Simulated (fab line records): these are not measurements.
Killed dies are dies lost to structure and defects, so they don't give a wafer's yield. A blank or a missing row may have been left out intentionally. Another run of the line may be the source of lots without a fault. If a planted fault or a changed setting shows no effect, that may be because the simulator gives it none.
fab line records	flow n5Finfet	part 1 of 2: steps 1 to 17 of 28
record lots=5	wafers=15	lastDay=18
route steps=1938 shown BEOL_M2@873
lots that met no fault: taken from a fault-free run of the same line
startH: the number of hours between the record's first day and the start of the first shown wafer of the lot	waitH: how many hours have passed since the lot's step before this one	" unchanged from the row above	L1.1+2: a single row standing in for several wafers	- no value, or no start given	* or withheld: withheld	< > ~ a bound
route shown NAME@n: NAME is a module with steps in the file, n the number in the route of the first one	usual: mean and standard deviation over wafers with no fault	same: alike in all rows	chamber/n: place in a boat	sites: per-site readings	_std_site: standard deviation of those values	_edge_site: outer sites' mean less inner sites'	radiusMm: for every site, how far away it sits from the centre of the wafer	mask NAME#n: copy n	behind: the last tool/chamber to shape the wafer	hold: reason for holding the lot/hours on hold/outcome of the hold	device: the transistor (n, p or np) that didn't switch	end of line: at the end of the route, the tests of the same wafers	where a step has no rows: the recipe by itself	killed: dies lost to structure and defects at the first sort, not the wafer's yield	map: shows each die of a wafer: x if killed, . if not, _ if none is there
set.NAME: the setting that was run; set.NAME@STEP: the one run at that earlier step	model.NAME: the simulator's own value behind a step, which no gauge read
a table for each step, a row for each wafer; lots at some steps of the route
services: when a tool's chamber went out of use (startH, in hours from the record's first day, below 0 if earlier), for how many hours, and the reason
## steps
# step N5_BEOL_M2_EXPOSE_25
# recipe maskId=V1	na=0.33	sourceShape=quasar	sigmaInner=0.2	sigmaOuter=0.8	polarization=unpolarized	defocusNm=5	doseMj=63
lot.wafer	tool	chamber	startH	waitH	mask
L074.1+2+4	euvScanner-01	0	133.75	-	V1#0
L080.1+2+4	euvScanner-01	0	167.91	-	V1#0
L083.4+5+6	euvScanner-02	0	191.92	-	V1#0
L091.2+3+5	euvScanner-02	0	239.10	-	V1#0
L095.2+3+5	euvScanner-01	0	274.35	-	V1#0
# step N5_BEOL_M2_PEB_26
# recipe pebTempC=100	pebTimeS=60	resist=CAR-EUV
lot.wafer	tool	chamber	startH	waitH
L074.1+2+4	lithoTrack-05	0	133.83	0.1
L080.1+2+4	lithoTrack-03	0	167.99	0.1
L083.4+5+6	lithoTrack-05	0	191.98	0.0
L091.2+3+5	lithoTrack-04	0	239.17	0.1
L095.2+3+5	lithoTrack-03	0	274.42	0.1
# step N5_BEOL_M2_DEVELOP_27
# recipe developTimeS=30	developer=TMAH	resist=CAR-EUV	rinseLiquid=surfactantRinse	dry=airSpin	devTempC=23
lot.wafer	tool	chamber	startH	waitH
L074.1+2+4	lithoTrack-05	0	-	-
L080.1+2+4	lithoTrack-03	0	-	-
L083.4+5+6	lithoTrack-05	0	-	-
L091.2+3+5	lithoTrack-04	0	-	-
L095.2+3+5	lithoTrack-03	0	-	-
# step N5_BEOL_M2_CD_MEAS_28
# recipe targetCdNm=26.2	landingEnergyEv=500	detector=seInlens	targetCdYNm=24.1	polarity=opening
# usual cdNm=26.23/0.26
# same landingEnergyEv=500
lot.wafer	tool	chamber	startH	waitH	cdNm
L074.1	cdSem-03	0	133.90	-	26.58
L074.2	"	0	"	"	26.27
L074.4	"	0	"	"	26.23
L080.1	cdSem-02	0	168.05	-	26.08
L080.2	"	0	"	"	26.17
L080.4	"	0	"	"	26.17
L083.4	cdSem-03	0	192.04	-	26.57
L083.5	"	0	"	"	26.44
L083.6	"	0	"	"	26.34
L091.2	cdSem-02	0	239.23	-	26.22
L091.3	"	0	"	"	26.27
L091.5	"	0	"	"	26.28
L095.2	cdSem-02	0	274.48	-	26.29
L095.3	"	0	"	"	26.36
L095.5	"	0	"	"	26.61
# step N5_BEOL_M2_OVL_MEAS_29
# recipe pointsPerWafer=522
# usual V1_OVL=-0.1/0.84
lot.wafer	tool	chamber	startH	waitH	V1_OVL[nm]
L074.1	overlay-01	0	133.93	0.0	1.5
L074.2	"	0	"	"	0.7
L074.4	"	0	"	"	0.9
L080.1	overlay-01	0	168.08	0.0	0.1
L080.2	"	0	"	"	0.5
L080.4	"	0	"	"	0.9
L083.4	overlay-02	0	192.09	0.0	0.7
L083.5	"	0	"	"	-0.7
L083.6	"	0	"	"	0.0
L091.2	overlay-01	0	239.27	0.0	0.4
L091.3	"	0	"	"	0.3
L091.5	"	0	"	"	-0.1
L095.2	overlay-02	0	274.52	0.0	0.7
L095.3	"	0	"	"	0.4
L095.5	"	0	"	"	0.8
# step N5_BEOL_M2_INSPECT_30
# recipe mode=adi	inspectInstrument=brightfield
# usual rawDefectCount=459/97
lot.wafer	tool	chamber	startH	waitH	rawDefectCount
L074.1	defectInspect-02	-	133.99	0.1	489
L074.2	"	-	"	"	392
L074.4	"	-	"	"	343
L080.1	defectInspect-01	-	168.14	0.1	442
L080.2	"	-	"	"	476
L080.4	"	-	"	"	642
L083.4	defectInspect-01	-	192.13	0.0	514
L083.5	"	-	"	"	487
L083.6	"	-	"	"	392
L091.2	defectInspect-02	-	239.32	0.0	302
L091.3	"	-	"	"	322
L091.5	"	-	"	"	384
L095.2	defectInspect-02	-	274.57	0.0	470
L095.3	"	-	"	"	516
L095.5	"	-	"	"	468
# step N5_BEOL_M2_DESCUM_33
# recipe chemistry=O2	timeS=7	sourcePowerW=50	biasPowerW=20	pressureMtorr=20	rfFrequencyHz=2.712e+07	tempC=40	resist=CAR-EUV	o2FlowSccm=225
# usual drypumpMotorCurrentA=5.7/0.45	oesProductAu=0.79/0.094	rfVppV=243.5/1	showerheadPlenumPTorr=2.12/0.047	throttleValvePct=20.47/0.21
lot.wafer	tool	chamber	startH	waitH	drypumpMotorCurrentA	oesProductAu	rfHoursCounterH	rfVppV	showerheadPlenumPTorr	throttleValvePct
L074.1	rieDiel-02	2	134.02	0.0	5.8	0.88	31	244.1	2.14	20.35
L074.2	"	0	"	"	5.2	0.70	216	244.0	2.16	20.80
L074.4	"	3	"	"	6.3	1.01	0	245.2	2.23	20.23
L080.1	rieDiel-06	2	168.18	0.0	6.3	0.72	202	242.6	2.06	20.42
L080.2	"	1	"	"	5.7	0.86	37	244.8	2.11	19.99
L080.4	"	0	"	"	5.8	0.90	31	244.6	2.13	20.36
L083.4	rieDiel-06	1	192.46	0.3	5.7	0.86	42	243.0	2.11	20.01
L083.5	"	3	"	"	5.8	0.73	-	243.8	2.10	20.61
L083.6	"	2	"	"	6.3	0.72	-	243.2	2.06	20.43
L091.2	rieDiel-05	3	239.53	0.2	5.3	0.87	48	243.1	2.12	20.22
L091.3	"	2	"	"	5.5	0.67	237	242.1	2.07	20.50
L091.5	"	1	"	"	5.4	0.73	-	243.1	2.07	20.64
L095.2	rieDiel-02	0	274.61	0.0	5.2	0.95	3	243.0	2.15	20.40
L095.3	"	0	"	"	5.2	0.95	-	243.5	2.15	20.41
L095.5	"	3	"	"	6.3	0.87	-	245.9	2.21	20.30
# step N5_BEOL_M2_ETCH_77
# recipe chemistry=N2/H2	target=underlayer	targetDepthA=65	maskMaterial=CAR-EUV	timeS=5.2	ionEnergyEv=200	pressureMtorr=30	sourceW=840	biasW=150	n2FlowSccm=200	h2FlowSccm=200	ends=cleared
# usual drypumpMotorCurrentA=5.7/0.44	etchRfOnTimeS=5.22/0.11	oesProductAu=0.67/0.079	rfVppV=524.8/2	showerheadPlenumPTorr=2.57/0.057	throttleValvePct=17.85/0.19
lot.wafer	tool	chamber	startH	waitH	drypumpMotorCurrentA	etchRfOnTimeS	oesProductAu	rfHoursCounterH	rfVppV	showerheadPlenumPTorr	throttleValvePct
L074.1	rieDiel-02	2	134.06	0.0	5.8	5.21	0.75	31	526.1	2.58	17.76
L074.2	"	0	"	"	5.2	5.23	0.61	216	527.7	2.61	18.12
L074.4	"	3	"	"	6.4	5.19	0.84	0	528.2	2.69	17.42
L080.1	rieDiel-06	2	168.21	0.0	6.3	5.20	0.61	202	525.2	2.51	17.86
L080.2	"	1	"	"	5.7	5.09	0.74	37	525.3	2.62	17.75
L080.4	"	0	"	"	5.8	5.13	0.77	31	526.7	2.58	17.81
L083.4	rieDiel-06	1	192.50	0.0	5.7	5.07	0.74	42	526.8	2.61	17.74
L083.5	"	3	"	"	5.8	5.07	0.62	-	524.1	2.51	17.78
L083.6	"	2	"	"	6.3	5.22	0.61	-	524.2	2.51	17.89
L091.2	rieDiel-05	3	239.56	0.0	5.3	5.12	0.72	48	525.6	2.60	17.88
L091.3	"	2	"	"	5.5	5.42	0.57	237	524.5	2.51	17.89
L091.5	"	1	"	"	5.4	5.21	0.61	-	521.4	2.53	18.11
L095.2	rieDiel-02	0	274.66	0.0	5.2	5.09	0.82	3	524.7	2.59	17.70
L095.3	"	0	"	"	5.2	5.10	0.80	-	526.5	2.59	17.71
L095.5	"	3	"	"	6.4	5.15	0.74	-	525.6	2.67	17.50
# step N5_BEOL_M2_ETCH_69
# recipe chemistry=CF4	target=SiARC	targetDepthA=156	maskMaterial=CAR-EUV	timeS=26	ionEnergyEv=80	pressureMtorr=40	sourceW=545	biasW=36	Ar_flow_sccm=100	cf4FlowSccm=100	ends=cleared
# usual drypumpMotorCurrentA=5.7/0.44	etchRfOnTimeS=26.1/0.6	mfcArSccm=100.0/0.31	oesProductAu=0.67/0.081	rfVppV=184.4/0.89	showerheadPlenumPTorr=2.16/0.048	throttleValvePct=15.64/0.18
lot.wafer	tool	chamber	startH	waitH	drypumpMotorCurrentA	etchRfOnTimeS	mfcArSccm	oesProductAu	rfHoursCounterH	rfVppV	showerheadPlenumPTorr	throttleValvePct
L074.1	rieDiel-02	2	134.07	0.0	5.8	25.8	100.5	0.76	31	184.7	2.18	15.48
L074.2	"	0	"	"	5.2	26.0	99.8	0.60	216	185.3	2.21	15.97
L074.4	"	3	"	"	6.4	25.7	99.5	0.85	0	185.9	2.27	15.45
L080.1	rieDiel-06	2	168.23	0.0	6.3	27.3	100.0	0.59	202	184.1	2.13	15.80
L080.2	"	1	"	"	5.8	26.1	100.1	0.74	37	184.0	2.19	15.40
L080.4	"	0	"	"	5.8	26.5	100.1	0.76	31	183.4	2.18	15.48
L083.4	rieDiel-06	1	192.51	0.0	5.7	25.2	99.8	0.73	42	184.3	2.19	15.40
L083.5	"	3	"	"	5.8	25.6	100.2	0.63	-	184.3	2.12	15.67
L083.6	"	2	"	"	6.3	26.6	100.1	0.59	-	183.0	2.13	15.78
L091.2	rieDiel-05	3	239.58	0.0	5.3	25.2	100.2	0.74	49	185.9	2.16	15.37
L091.3	"	2	"	"	5.5	27.2	99.9	0.57	237	183.1	2.12	15.75
L091.5	"	1	"	"	5.4	25.8	99.8	0.62	-	184.7	2.12	15.87
L095.2	rieDiel-02	0	274.68	0.0	5.2	25.4	99.8	0.81	3	184.0	2.19	15.52
L095.3	"	0	"	"	5.2	25.3	100.6	0.82	-	186.2	2.19	15.51
L095.5	"	3	"	"	6.4	25.8	99.4	0.73	-	184.9	2.25	15.53
# step N5_BEOL_M2_ALD_98
# recipe material=SiO2	targetThkA=25	tempC=100	aldPrecursorFamily=BDEAS	aldCoReactant=O2-plasma	pulseTimeS=1	coReactantPulseTimeS=1	purgeTimeS=2	coReactantPurgeTimeS=2	aldCycles=17	pressureTorr=2
# usual heaterPowerW=77/4.1	precursorPulseHeightRel=1.000/0.019
lot.wafer	tool	chamber	startH	waitH	heaterPowerW	precursorPulseHeightRel	sinceWetCleanH
L074.1	aldSin-01	3	134.17	0.1	81	1.004	126
L074.2	"	1	"	"	74	1.010	126
L074.4	"	2	"	"	78	1.001	126
L080.1	aldSin-03	3	168.36	0.1	82	1.018	264
L080.2	"	2	"	"	69	1.015	264
L080.4	"	0	"	"	73	0.999	264
L083.4	aldSin-03	0	192.68	0.1	74	1.005	288
L083.5	"	2	"	"	70	1.014	-
L083.6	"	1	"	"	80	1.005	-
L091.2	aldSin-03	3	240.36	0.7	83	1.024	336
L091.3	"	0	"	"	73	1.001	336
L091.5	"	3	"	"	84	1.016	-
L095.2	aldSin-01	2	274.79	0.1	77	1.008	267
L095.3	"	0	"	"	76	0.965	267
L095.5	"	2	"	"	78	0.945	-
# step N5_BEOL_M2_ETCHBACK_99
# recipe chemistry=CHF3	target=SiO2	targetDepthA=50	timeS=10.4	sourceW=215	biasW=47	Ar_flow_sccm=200	CHF3_flow_sccm=12	ionEnergyEv=100	pressureMtorr=30
# usual drypumpMotorCurrentA=5.7/0.43	mfcArSccm=200.0/0.61	oesProductAu=0.77/0.092	rfVppV=239/3.8	showerheadPlenumPTorr=2.16/0.041	throttleValvePct=17.09/0.19
lot.wafer	tool	chamber	startH	waitH	drypumpMotorCurrentA	mfcArSccm	oesProductAu	rfHoursCounterH	rfVppV	showerheadPlenumPTorr	throttleValvePct
L074.1	rieDiel-05	1	148.21	14.0	5.4	199.7	0.75	163	237	2.13	17.21
L074.2	"	0	"	"	6.2	200.2	0.72	160	243	2.14	17.23
L074.4	"	2	"	"	5.5	199.8	0.69	209	243	2.14	17.12
L080.1	rieDiel-06	3	200.40	32.0	5.8	200.0	0.73	182	234	2.13	17.12
L080.2	"	2	"	"	6.3	199.2	0.71	211	248	2.13	17.20
L080.4	"	0	"	"	5.8	200.0	0.89	40	244	2.18	16.92
L083.4	rieDiel-02	0	203.78	11.0	5.1	199.6	0.69	233	237	2.20	17.39
L083.5	"	1	"	"	5.0	200.2	0.69	-	238	2.13	17.25
L083.6	"	0	"	"	5.2	199.5	0.69	-	238	2.20	17.40
L091.2	rieDiel-06	0	243.76	3.4	5.8	201.0	0.85	54	244	2.17	16.94
L091.3	"	3	"	"	5.8	199.7	0.71	196	235	2.13	17.16
L091.5	"	3	"	"	5.8	200.6	0.72	-	235	2.13	17.16
L095.2	rieDiel-02	0	279.72	4.9	5.2	200.3	0.94	5	237	2.19	16.95
L095.3	"	2	"	"	5.8	199.3	0.81	80	233	2.17	16.99
L095.5	"	3	"	"	6.4	199.6	0.85	-	240	2.25	16.90
# step N5_BEOL_M2_ETCH_70
# recipe chemistry=N2/H2	target=SOC	targetDepthA=800	overetchA=240	maskMaterial=SiARC	tempC=40	timeS=130	ionEnergyEv=200	pressureMtorr=30	sourceW=840	biasW=150	n2FlowSccm=200	h2FlowSccm=200
# usual drypumpMotorCurrentA=5.7/0.43	oesProductAu=0.57/0.061	rfVppV=524.5/1.7	showerheadPlenumPTorr=2.56/0.052	throttleValvePct=17.84/0.18
lot.wafer	tool	chamber	startH	waitH	drypumpMotorCurrentA	oesProductAu	rfHoursCounterH	rfVppV	showerheadPlenumPTorr	throttleValvePct
L074.1	rieDiel-05	1	148.25	0.0	5.4	0.55	163	525.5	2.54	18.02
L074.2	"	0	"	"	6.2	0.54	160	522.6	2.53	17.95
L074.4	"	2	"	"	5.5	0.52	209	523.5	2.52	17.82
L080.1	rieDiel-06	3	200.44	0.0	5.8	0.54	182	525.0	2.51	17.76
L080.2	"	2	"	"	6.3	0.52	211	522.8	2.51	17.83
L080.4	"	0	"	"	5.8	0.65	40	525.0	2.57	17.79
L083.4	rieDiel-02	0	203.81	0.0	5.2	0.51	233	524.3	2.60	18.11
L083.5	"	1	"	"	4.9	0.51	-	522.4	2.50	17.86
L083.6	"	0	"	"	5.2	0.52	-	527.7	2.60	18.11
L091.2	rieDiel-06	0	243.80	0.0	5.8	0.63	54	525.6	2.57	17.83
L091.3	"	3	"	"	5.8	0.53	196	522.9	2.50	17.80
L091.5	"	3	"	"	5.8	0.53	-	523.0	2.50	17.78
L095.2	rieDiel-02	0	279.76	0.0	5.2	0.68	5	526.7	2.59	17.65
L095.3	"	2	"	"	5.8	0.60	80	526.3	2.56	17.81
L095.5	"	3	"	"	6.4	0.62	-	527.0	2.67	17.48
# step N5_BEOL_M2_STRIP_71
# recipe chemistry=N2/H2	tempC=40	n2FlowSccm=200	h2FlowSccm=200	rfFrequencyHz=6e+07
lot.wafer	tool	chamber	startH	waitH
L074.1+2+4	rieDiel-05	1,0,2	148.33	0.0
L080.1+2+4	rieDiel-06	3,2,0	200.53	0.0
L083.4+5+6	rieDiel-02	0,1,0	203.90	0.0
L091.2+3+5	rieDiel-06	0,3,3	243.89	0.0
L095.2+3+5	rieDiel-02	0,2,3	279.84	0.0
# step N5_BEOL_M2_STRIP_78
# recipe chemistry=N2/H2	tempC=40	n2FlowSccm=200	h2FlowSccm=200	rfFrequencyHz=6e+07
lot.wafer	tool	chamber	startH	waitH
L074.1+2+4	rieDiel-05	1,0,2	148.34	0.0
L080.1+2+4	rieDiel-06	3,2,0	200.54	0.0
L083.4+5+6	rieDiel-02	0,1,0	203.91	0.0
L091.2+3+5	rieDiel-06	0,3,3	243.90	0.0
L095.2+3+5	rieDiel-02	0,2,3	279.85	0.0
# step N5_BEOL_M2_VIA_ETCH_34
# recipe chemistry=C4F6/O2	targetDepthA=694	maskMaterial=SOC	pressureMtorr=15	ionEnergyEv=250	taperDeg=4	timeS=65.9	sourceW=350	biasW=170	Ar_flow_sccm=300	C4F6_flow_sccm=10	O2_flow_sccm=10
# usual drypumpMotorCurrentA=5.7/0.43	mfcArSccm=300.0/0.97	oesProductAu=0.77/0.091	rfVppV=660/10	showerheadPlenumPTorr=2.85/0.052	throttleValvePct=30.73/0.2
lot.wafer	tool	chamber	startH	waitH	drypumpMotorCurrentA	mfcArSccm	oesProductAu	rfHoursCounterH	rfVppV	showerheadPlenumPTorr	throttleValvePct
L074.1	rieDiel-05	1	148.35	0.0	5.4	299.4	0.74	163	659	2.81	30.77
L074.2	"	0	"	"	6.3	299.3	0.72	160	668	2.83	30.95
L074.4	"	2	"	"	5.5	299.4	0.69	209	669	2.83	30.70
L080.1	rieDiel-06	3	200.55	0.0	5.8	300.8	0.73	182	649	2.82	30.66
L080.2	"	2	"	"	6.3	298.2	0.70	211	687	2.81	30.68
L080.4	"	0	"	"	5.8	300.9	0.90	40	674	2.87	30.82
L083.4	rieDiel-02	0	203.92	0.0	5.2	300.2	0.69	233	656	2.90	31.07
L083.5	"	1	"	"	4.9	300.6	0.68	-	658	2.82	30.90
L083.6	"	0	"	"	5.2	300.1	0.69	-	654	2.90	31.06
L091.2	rieDiel-06	0	243.91	0.0	5.8	301.6	0.85	54	674	2.87	30.82
L091.3	"	3	"	"	5.8	299.1	0.71	196	647	2.81	30.68
L091.5	"	3	"	"	5.8	298.4	0.72	-	648	2.81	30.69
L095.2	rieDiel-02	0	279.86	0.0	5.2	300.3	0.93	5	656	2.89	30.65
L095.3	"	2	"	"	5.8	300.2	0.81	80	647	2.86	30.63
L095.5	"	3	"	"	6.4	298.8	0.86	-	669	2.97	30.34
# step N5_BEOL_M2_STRIP_83
# recipe chemistry=C4F6/O2	resist=SiARC	rfFrequencyHz=6e+07
lot.wafer	tool	chamber	startH	waitH
L074.1+2+4	rieDiel-05	1,0,2	148.40	0.0
L080.1+2+4	rieDiel-06	3,2,0	200.60	0.0
L083.4+5+6	rieDiel-02	0,1,0	203.97	0.0
L091.2+3+5	rieDiel-06	0,3,3	243.96	0.0
L095.2+3+5	rieDiel-02	0,2,3	279.91	0.0
# step N5_BEOL_M2_STRIP_36
# recipe chemistry=N2/H2	powerW=450	tempC=40	pressureMtorr=20	rfFrequencyHz=6e+07	overashFraction=0.3	biasPowerW=7	h2Frac=0.5	n2FlowSccm=200	h2FlowSccm=200
# usual drypumpMotorCurrentA=5.7/0.43	oesProductAu=0.77/0.09	powerW=450.0/1.3	rfVppV=59.2/1.6	showerheadPlenumPTorr=2.55/0.052	throttleValvePct=23.66/0.26
lot.wafer	tool	chamber	startH	waitH	drypumpMotorCurrentA	oesProductAu	powerW	rfHoursCounterH	rfVppV	showerheadPlenumPTorr	throttleValvePct
L074.1	rieDiel-05	1	148.41	0.0	5.4	0.75	450.0	163	57.7	2.53	23.82
L074.2	"	0	"	"	6.2	0.73	451.2	160	58.8	2.52	23.81
L074.4	"	2	"	"	5.5	0.68	451.7	209	59.6	2.52	23.54
L080.1	rieDiel-06	3	200.61	0.0	5.8	0.73	450.4	182	60.0	2.50	23.44
L080.2	"	2	"	"	6.3	0.71	451.2	211	60.7	2.50	23.55
L080.4	"	0	"	"	5.8	0.90	450.0	40	62.2	2.57	23.88
L083.4	rieDiel-02	0	203.98	0.0	5.2	0.69	450.7	233	61.3	2.60	23.96
L083.5	"	1	"	"	5.0	0.69	449.3	-	58.1	2.49	23.61
L083.6	"	0	"	"	5.2	0.68	448.9	-	58.9	2.60	23.97
L091.2	rieDiel-06	0	243.97	0.0	5.8	0.86	451.2	54	58.1	2.56	23.88
L091.3	"	3	"	"	5.8	0.71	450.3	196	59.1	2.50	23.50
L091.5	"	3	"	"	5.8	0.71	450.1	-	60.2	2.50	23.47
L095.2	rieDiel-02	0	279.92	0.0	5.2	0.93	449.4	5	58.6	2.59	23.50
L095.3	"	2	"	"	5.8	0.80	448.5	80	59.2	2.56	23.67
L095.5	"	3	"	"	6.3	0.87	447.4	-	61.7	2.66	23.01
